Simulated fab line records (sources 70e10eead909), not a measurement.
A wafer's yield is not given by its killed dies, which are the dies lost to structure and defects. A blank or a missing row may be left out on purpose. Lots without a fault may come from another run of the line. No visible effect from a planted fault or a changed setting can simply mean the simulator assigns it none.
fab line records + flow nand_harc
[record]
- lots = 6
- wafers = 18
- last_day = 31
route steps=1302 shown A_ONON_D1@430 END@1302
lots untouched by any fault: they come from a run of this same line in which no faults occurred
start_h: hours from the record's first day to the start of the lot's first wafer shown + wait_h: time in hours since the lot's previous step + " the same as in the row above + L1.1+2: a single row standing in for several wafers + - either no value or no given start + * or withheld: withheld + < > ~ a bound
route shown NAME@n: NAME is a module with steps in the file, n the number in the route of the first one + usual: mean/standard deviation taken from wafers without a fault + same: alike in all rows + chamber/n: place in a boat + sites: per-site readings + _std_site: the values' standard deviation + _edge_site: the outer-site mean with the inner-site mean subtracted + radius_mm: for every site, how far away it sits from the centre of the wafer + mask NAME#n: copy n + behind: the tool/chamber that last shaped the wafer + hold: the reason the lot was held/the length of the hold in hours/how it ended + device: transistor that didn't switch, given as n, p or np + end of line: tests of these same wafers at the route's end + step lacking rows: just its recipe + killed: count of dies lost to structure and defects at first sort (not the wafer's yield) + map: shows each die of a wafer: x if killed, . if not, _ if none is there
set.NAME: setting as actually run; set.NAME@STEP: the setting as run at that earlier step + model.NAME: the simulator's own value behind a step, which no gauge read
certain route steps with their lots: each step a table, each wafer a row
services: a tool's chamber out of use, with start hour (start_h, from the record's first day; less than 0 if before it), hours out, and reason
[[steps]]
[step NHARC_A_ONON_D1_DEP_09]
[recipe]
- target_thk_a = 10000
- n2_flow_sccm = 2750
- n2o_flow_sccm = 2000
- nh3_flow_sccm = 500
- sih4_flow_sccm = 210
- temp_c = 400
[step NHARC_A_ONON_D1_THK_MEAS_11]
[recipe]
- thk_meas_gauge = ellipsometry
[usual]
- thk_nm = 1001/10
| lot.wafer | tool          | chamber | start_h | wait_h | thk_nm |
|-----------|---------------|---------|---------|--------|--------|
| L404.1    | film_metro-02 | -       | 167.31  | -      | 1015   |
| L404.2    | "             | -       | "       | "      | 1015   |
| L404.5    | "             | -       | "       | "      | 1015   |
| L407.1    | film_metro-02 | -       | 203.08  | -      | 994    |
| L407.2    | "             | -       | "       | "      | 994    |
| L407.4    | "             | -       | "       | "      | 994    |
| L412.2    | film_metro-02 | -       | 242.35  | -      | 1005   |
| L412.5    | "             | -       | "       | "      | 1003   |
| L412.6    | "             | -       | "       | "      | 1004   |
| L416.1    | film_metro-02 | -       | 288.58  | -      | 1015   |
| L416.3    | "             | -       | "       | "      | 1016   |
| L416.4    | "             | -       | "       | "      | 1018   |
| L419.1    | film_metro-01 | -       | 311.49  | -      | 999    |
| L419.2    | "             | -       | "       | "      | 998    |
| L419.5    | "             | -       | "       | "      | 999    |
| L421.1    | film_metro-01 | -       | 328.12  | -      | 979    |
| L421.2    | "             | -       | "       | "      | 980    |
| L421.5    | "             | -       | "       | "      | 979    |
[step NHARC_A_ONON_D1_DEP_12]
[recipe]
- target_thk_a = 10000
- n2_flow_sccm = 2750
- n2o_flow_sccm = 2000
- nh3_flow_sccm = 500
- sih4_flow_sccm = 210
- temp_c = 400
[step NHARC_A_ONON_D1_THK_MEAS_14]
[recipe]
- thk_meas_gauge = ellipsometry
[usual]
- thk_nm = 1002/9.6
| lot.wafer | tool          | chamber | start_h | wait_h | thk_nm |
|-----------|---------------|---------|---------|--------|--------|
| L404.1    | film_metro-01 | -       | 167.87  | -      | 985    |
| L404.2    | "             | -       | "       | "      | 985    |
| L404.5    | "             | -       | "       | "      | 986    |
| L407.1    | film_metro-01 | -       | 203.65  | -      | 1012   |
| L407.2    | "             | -       | "       | "      | 1012   |
| L407.4    | "             | -       | "       | "      | 1013   |
| L412.2    | film_metro-02 | -       | 242.92  | -      | 985    |
| L412.5    | "             | -       | "       | "      | 985    |
| L412.6    | "             | -       | "       | "      | 986    |
| L416.1    | film_metro-02 | -       | 289.14  | -      | 995    |
| L416.3    | "             | -       | "       | "      | 996    |
| L416.4    | "             | -       | "       | "      | 996    |
| L419.1    | film_metro-01 | -       | 312.06  | -      | 1004   |
| L419.2    | "             | -       | "       | "      | 1004   |
| L419.5    | "             | -       | "       | "      | 1003   |
| L421.1    | film_metro-02 | -       | 328.69  | -      | 1015   |
| L421.2    | "             | -       | "       | "      | 1015   |
| L421.5    | "             | -       | "       | "      | 1015   |
[step NHARC_A_ONON_D1_ANNEAL_15]
[recipe]
- temp_c = 750
- time_s = 3600
[step NHARC_A_ONON_D1_DEP_16]
[recipe]
- target_thk_a = 10000
- n2_flow_sccm = 2750
- n2o_flow_sccm = 2000
- nh3_flow_sccm = 500
- sih4_flow_sccm = 210
- temp_c = 400
[step NHARC_A_ONON_D1_THK_MEAS_18]
[recipe]
- thk_meas_gauge = ellipsometry
[usual]
- thk_nm = 1002/8.1
| lot.wafer | tool          | chamber | start_h | wait_h | thk_nm |
|-----------|---------------|---------|---------|--------|--------|
| L404.1    | film_metro-01 | -       | 175.63  | -      | 1007   |
| L404.2    | "             | -       | "       | "      | 1006   |
| L404.5    | "             | -       | "       | "      | 1007   |
| L407.1    | film_metro-01 | -       | 211.31  | -      | 1003   |
| L407.2    | "             | -       | "       | "      | 1003   |
| L407.4    | "             | -       | "       | "      | 1003   |
| L412.2    | film_metro-01 | -       | 250.51  | -      | 1003   |
| L412.5    | "             | -       | "       | "      | 1003   |
| L412.6    | "             | -       | "       | "      | 1002   |
| L416.1    | film_metro-02 | -       | 300.69  | -      | 991    |
| L416.3    | "             | -       | "       | "      | 990    |
| L416.4    | "             | -       | "       | "      | 991    |
| L419.1    | film_metro-01 | -       | 319.87  | -      | 1009   |
| L419.2    | "             | -       | "       | "      | 1009   |
| L419.5    | "             | -       | "       | "      | 1009   |
| L421.1    | film_metro-02 | -       | 333.48  | -      | 1020   |
| L421.2    | "             | -       | "       | "      | 1022   |
| L421.5    | "             | -       | "       | "      | 1020   |
[step NHARC_A_ONON_D1_DEP_19]
[recipe]
- target_thk_a = 10000
- n2_flow_sccm = 2750
- n2o_flow_sccm = 2000
- nh3_flow_sccm = 500
- sih4_flow_sccm = 210
- temp_c = 400
[step NHARC_A_ONON_D1_THK_MEAS_21]
[recipe]
- thk_meas_gauge = ellipsometry
[usual]
- thk_nm = 999/9.4
| lot.wafer | tool          | chamber | start_h | wait_h | thk_nm |
|-----------|---------------|---------|---------|--------|--------|
| L404.1    | film_metro-02 | -       | 176.22  | -      | 985    |
| L404.2    | "             | -       | "       | "      | 987    |
| L404.5    | "             | -       | "       | "      | 985    |
| L407.1    | film_metro-01 | -       | 211.88  | -      | 1024   |
| L407.2    | "             | -       | "       | "      | 1022   |
| L407.4    | "             | -       | "       | "      | 1024   |
| L412.2    | film_metro-01 | -       | 251.08  | -      | 1004   |
| L412.5    | "             | -       | "       | "      | 1003   |
| L412.6    | "             | -       | "       | "      | 1003   |
| L416.1    | film_metro-02 | -       | 301.26  | -      | 990    |
| L416.3    | "             | -       | "       | "      | 989    |
| L416.4    | "             | -       | "       | "      | 990    |
| L419.1    | film_metro-02 | -       | 320.44  | -      | 993    |
| L419.2    | "             | -       | "       | "      | 992    |
| L419.5    | "             | -       | "       | "      | 993    |
| L421.1    | film_metro-01 | -       | 334.05  | -      | 991    |
| L421.2    | "             | -       | "       | "      | 991    |
| L421.5    | "             | -       | "       | "      | 993    |
[step NHARC_A_ONON_D1_DEP_22]
[recipe]
- target_thk_a = 10000
- n2_flow_sccm = 2750
- n2o_flow_sccm = 2000
- nh3_flow_sccm = 500
- sih4_flow_sccm = 210
- temp_c = 400
[step NHARC_A_ONON_D1_THK_MEAS_24]
[recipe]
- thk_meas_gauge = ellipsometry
[usual]
- thk_nm = 1002/7.1
| lot.wafer | tool          | chamber | start_h | wait_h | thk_nm |
|-----------|---------------|---------|---------|--------|--------|
| L404.1    | film_metro-02 | -       | 176.78  | -      | 996    |
| L404.2    | "             | -       | "       | "      | 998    |
| L404.5    | "             | -       | "       | "      | 998    |
| L407.1    | film_metro-01 | -       | 212.44  | -      | 993    |
| L407.2    | "             | -       | "       | "      | 991    |
| L407.4    | "             | -       | "       | "      | 990    |
| L412.2    | film_metro-02 | -       | 251.64  | -      | 996    |
| L412.5    | "             | -       | "       | "      | 993    |
| L412.6    | "             | -       | "       | "      | 994    |
| L416.1    | film_metro-02 | -       | 301.83  | -      | 999    |
| L416.3    | "             | -       | "       | "      | 1001   |
| L416.4    | "             | -       | "       | "      | 1002   |
| L419.1    | film_metro-02 | -       | 321.01  | -      | 1012   |
| L419.2    | "             | -       | "       | "      | 1011   |
| L419.5    | "             | -       | "       | "      | 1010   |
| L421.1    | film_metro-02 | -       | 334.61  | -      | 1019   |
| L421.2    | "             | -       | "       | "      | 1019   |
| L421.5    | "             | -       | "       | "      | 1021   |
[step NHARC_A_ONON_D1_DEP_25]
[recipe]
- target_thk_a = 10000
- n2_flow_sccm = 2750
- n2o_flow_sccm = 2000
- nh3_flow_sccm = 500
- sih4_flow_sccm = 210
- temp_c = 400
| lot.wafer  | tool          | chamber | start_h | wait_h |
|------------|---------------|---------|---------|--------|
| L404.1+2+5 | pecvd_onon-01 | 0       | 176.84  | 0.1    |
| L407.1+2+4 | pecvd_onon-04 | 0       | 212.50  | 0.1    |
| L412.2+5+6 | pecvd_onon-04 | 0       | 251.75  | 0.1    |
| L416.1+3+4 | pecvd_onon-03 | 0       | 301.88  | 0.1    |
| L419.1+2+5 | pecvd_onon-03 | 0       | 321.06  | 0.1    |
| L421.1+2+5 | pecvd_onon-04 | 0       | 334.67  | 0.1    |
[step NHARC_A_ONON_D1_THK_MEAS_27]
[recipe]
- thk_meas_gauge = ellipsometry
[usual]
- thk_nm = 998/8.9
| lot.wafer | tool          | chamber | start_h | wait_h | thk_nm |
|-----------|---------------|---------|---------|--------|--------|
| L404.1    | film_metro-01 | -       | 177.35  | -      | 1017   |
| L404.2    | "             | -       | "       | "      | 1017   |
| L404.5    | "             | -       | "       | "      | 1016   |
| L407.1    | film_metro-01 | -       | 213.01  | -      | 654    |
| L407.2    | "             | -       | "       | "      | 654    |
| L407.4    | "             | -       | "       | "      | 653    |
| L412.2    | film_metro-01 | -       | 252.21  | -      | 659    |
| L412.5    | "             | -       | "       | "      | 659    |
| L412.6    | "             | -       | "       | "      | 659    |
| L416.1    | film_metro-02 | -       | 302.39  | -      | 1009   |
| L416.3    | "             | -       | "       | "      | 1009   |
| L416.4    | "             | -       | "       | "      | 1008   |
| L419.1    | film_metro-01 | -       | 321.58  | -      | 992    |
| L419.2    | "             | -       | "       | "      | 990    |
| L419.5    | "             | -       | "       | "      | 990    |
| L421.1    | film_metro-01 | -       | 335.21  | -      | 1002   |
| L421.2    | "             | -       | "       | "      | 1002   |
| L421.5    | "             | -       | "       | "      | 1003   |
[step NHARC_A_ONON_D1_DEP_28]
[recipe]
- target_thk_a = 10000
- n2_flow_sccm = 2750
- n2o_flow_sccm = 2000
- nh3_flow_sccm = 500
- sih4_flow_sccm = 210
- temp_c = 400
[step NHARC_END_SORT_01]
[recipe]
- temp_c = 25
[usual]
- killed_at_array = 56/18
- killed_at_other = 1.4/1.5
- killed_at_periphery = 4/3.1
- killed_dies = 61/19
- killed_open = 3.5/1.8
- killed_short = 2.4/1.4
[same]
- gross_dies = 677
| lot.wafer | tool      | chamber | start_h | wait_h | killed_at_array | killed_at_other | killed_at_periphery | killed_dies | killed_open | killed_short |
|-----------|-----------|---------|---------|--------|-----------------|-----------------|---------------------|-------------|-------------|--------------|
| L407.1    | prober-01 | 0       | 606.89  | 2.5    | 670             | 2               | 5                   | 677         | 6           | 2            |
| L407.2    | prober-01 | 0       | 607.68  | 2.8    | 675             | 0               | 2                   | 677         | 4           | 2            |
| L407.4    | prober-01 | 0       | 609.26  | 3.4    | 673             | 1               | 3                   | 677         | 2           | 1            |
| L412.2    | prober-01 | 0       | 636.53  | 2.8    | 666             | 0               | 11                  | 677         | 4           | 3            |
| L412.5    | prober-01 | 0       | 638.95  | 3.7    | 670             | 0               | 7                   | 677         | 4           | 1            |
| L412.6    | prober-01 | 0       | 639.76  | 4.0    | 668             | 1               | 8                   | 677         | 5           | 3            |
// killed by level:class
L407.1 A_ONON_D1:area_dep=626 A_SLIT:chamber_film_flake=26 A_CHANNEL_HOLE_D2:chamber_film_flake=10 P_CONTACT:geometric_particle:open=2 A_CHANNEL_FILL_D1:geometric_particle:open=2 P_ZERO_WELL:chamber_film_flake=2 A_CHANNEL_FILL_D2:chamber_film_flake=2 P_M0:geometric_particle:short=1
L407.2 A_ONON_D1:area_dep=631 A_SLIT:chamber_film_flake=19 A_CHANNEL_HOLE_D2:chamber_film_flake=10 A_M1:chamber_film_flake=4 A_STAIRCASE:chamber_film_flake=3 A_CHANNEL_FILL_D2:geometric_particle:open=2 A_CHANNEL_FILL_D2:chamber_film_flake=2 P_M0:geometric_particle:short=1
L407.4 A_ONON_D1:area_dep=624 A_SLIT:chamber_film_flake=21 A_CHANNEL_HOLE_D2:chamber_film_flake=12 A_CONTACT:chamber_film_flake=3 P_ZERO_WELL:chamber_film_flake=2 A_CHANNEL_HOLE_D1:chamber_film_flake=2 A_STAIRCASE:chamber_film_flake=2 A_WL_FILL:chamber_film_flake=2
L412.2 A_ONON_D1:area_dep=599 A_CHANNEL_HOLE_D1:chamber_film_flake=35 A_SLIT:chamber_film_flake=19 A_CHANNEL_HOLE_D2:chamber_film_flake=4 P_M2:chamber_film_flake=3 P_BONDPAD:chamber_film_flake=3 A_CHANNEL_FILL_D1:geometric_particle:open=2 P_STI:chamber_film_flake=2
L412.5 A_ONON_D1:area_dep=592 A_CHANNEL_HOLE_D1:chamber_film_flake=31 A_SLIT:chamber_film_flake=27 A_CHANNEL_HOLE_D2:chamber_film_flake=12 P_BONDPAD:chamber_film_flake=5 A_M0:geometric_particle:open=2 A_ONON_D2:geometric_particle:open=1 A_WL_FILL:geometric_particle:short=1
L412.6 A_ONON_D1:area_dep=594 A_SLIT:chamber_film_flake=26 A_CHANNEL_HOLE_D1:chamber_film_flake=22 A_CHANNEL_HOLE_D2:chamber_film_flake=15 P_BONDPAD:chamber_film_flake=3 P_STI:chamber_film_flake=2 P_GATE:chamber_film_flake=2 P_M0:geometric_particle:open=1
// map L407.1 (x killed, . not)
____________x____________
_________xxxxxxx_________
_______xxxxxxxxxxx_______
______xxxxxxxxxxxxx______
_____xxxxxxxxxxxxxxx_____
____xxxxxxxxxxxxxxxxx____
____xxxxxxxxxxxxxxxxx____
___xxxxxxxxxxxxxxxxxxx___
___xxxxxxxxxxxxxxxxxxx___
__xxxxxxxxxxxxxxxxxxxxx__
__xxxxxxxxxxxxxxxxxxxxx__
_xxxxxxxxxxxxxxxxxxxxxxx_
_xxxxxxxxxxxxxxxxxxxxxxx_
_xxxxxxxxxxxxxxxxxxxxxxx_
_xxxxxxxxxxxxxxxxxxxxxxx_
_xxxxxxxxxxxxxxxxxxxxxxx_
xxxxxxxxxxxxxxxxxxxxxxxxx
xxxxxxxxxxxxxxxxxxxxxxxxx
xxxxxxxxxxxxxxxxxxxxxxxxx
xxxxxxxxxxxxxxxxxxxxxxxxx
xxxxxxxxxxxxxxxxxxxxxxxxx
_xxxxxxxxxxxxxxxxxxxxxxx_
_xxxxxxxxxxxxxxxxxxxxxxx_
_xxxxxxxxxxxxxxxxxxxxxxx_
_xxxxxxxxxxxxxxxxxxxxxxx_
_xxxxxxxxxxxxxxxxxxxxxxx_
__xxxxxxxxxxxxxxxxxxxxx__
__xxxxxxxxxxxxxxxxxxxxx__
___xxxxxxxxxxxxxxxxxxx___
___xxxxxxxxxxxxxxxxxxx___
____xxxxxxxxxxxxxxxxx____
____xxxxxxxxxxxxxxxxx____
_____xxxxxxxxxxxxxxx_____
______xxxxxxxxxxxxx______
_______xxxxxxxxxxx_______
_________xxxxxxx_________
____________x____________
// map L412.2 (x killed, . not)
____________x____________
_________xxxxxxx_________
_______xxxxxxxxxxx_______
______xxxxxxxxxxxxx______
_____xxxxxxxxxxxxxxx_____
____xxxxxxxxxxxxxxxxx____
____xxxxxxxxxxxxxxxxx____
___xxxxxxxxxxxxxxxxxxx___
___xxxxxxxxxxxxxxxxxxx___
__xxxxxxxxxxxxxxxxxxxxx__
__xxxxxxxxxxxxxxxxxxxxx__
_xxxxxxxxxxxxxxxxxxxxxxx_
_xxxxxxxxxxxxxxxxxxxxxxx_
_xxxxxxxxxxxxxxxxxxxxxxx_
_xxxxxxxxxxxxxxxxxxxxxxx_
_xxxxxxxxxxxxxxxxxxxxxxx_
xxxxxxxxxxxxxxxxxxxxxxxxx
xxxxxxxxxxxxxxxxxxxxxxxxx
xxxxxxxxxxxxxxxxxxxxxxxxx
xxxxxxxxxxxxxxxxxxxxxxxxx
xxxxxxxxxxxxxxxxxxxxxxxxx
_xxxxxxxxxxxxxxxxxxxxxxx_
_xxxxxxxxxxxxxxxxxxxxxxx_
_xxxxxxxxxxxxxxxxxxxxxxx_
_xxxxxxxxxxxxxxxxxxxxxxx_
_xxxxxxxxxxxxxxxxxxxxxxx_
__xxxxxxxxxxxxxxxxxxxxx__
__xxxxxxxxxxxxxxxxxxxxx__
___xxxxxxxxxxxxxxxxxxx___
___xxxxxxxxxxxxxxxxxxx___
____xxxxxxxxxxxxxxxxx____
____xxxxxxxxxxxxxxxxx____
_____xxxxxxxxxxxxxxx_____
______xxxxxxxxxxxxx______
_______xxxxxxxxxxx_______
_________xxxxxxx_________
____________x____________
[[services]]
| tool          | chamber | start_h | hours | kind   |
|---------------|---------|---------|-------|--------|
| pecvd_onon-03 | -       | 227.00  | 13.0  | pm     |
| pecvd_onon-01 | -       | 233.92  | 6.7   | repair |
| pecvd_onon-01 | -       | 269.15  | 13.0  | pm     |
| pecvd_onon-04 | -       | 311.50  | 13.0  | pm     |
[[key]]
[first_sign]
- step = NHARC_A_ONON_D1_THK_MEAS_27
- reading = thk_nm
- direction = down
- sigmas = 38
- usual = 998
- struck = 656
[effect]
- step = NHARC_END_SORT_01
- reading = killed_at_array
- direction = up
- sigmas = 34
- usual = 56
- struck = 670
[more_kills_born_at]
- NHARC_A_ONON_D1_DEP_25@pecvd_onon-04 = 3666
met_at NHARC_A_ONON_D1_DEP_25
struck_wafers L407.1,L407.2,L407.4,L412.2,L412.5,L412.6
later_rows_left_out L407.1,L407.2,L407.4,L412.2,L412.5,L412.6
tester_left_out L407,L412
[fault]
- kind = process_parameter_drift
- tool = pecvd_onon-04
- chamber = 0
- onset_h = 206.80
- steps = NHARC_A_ONON_D1_DEP_25
- channel = target_thk_a
- offset = *
- shape = step
- end_h = 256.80
- acts_in = *
- stated = *
// tester_left_out: of these lots the tester's yield and bins aren't shown, on N5 and GAA mostly nor the transistor test; their killed dies are dies lost to structure and defects alone, not to doping, threshold or leakage, so they don't give the yield
// later_rows_left_out: the simulator's readings of these wafers behind a module that went badly wrong aren't trusted and aren't shown, but for the sort
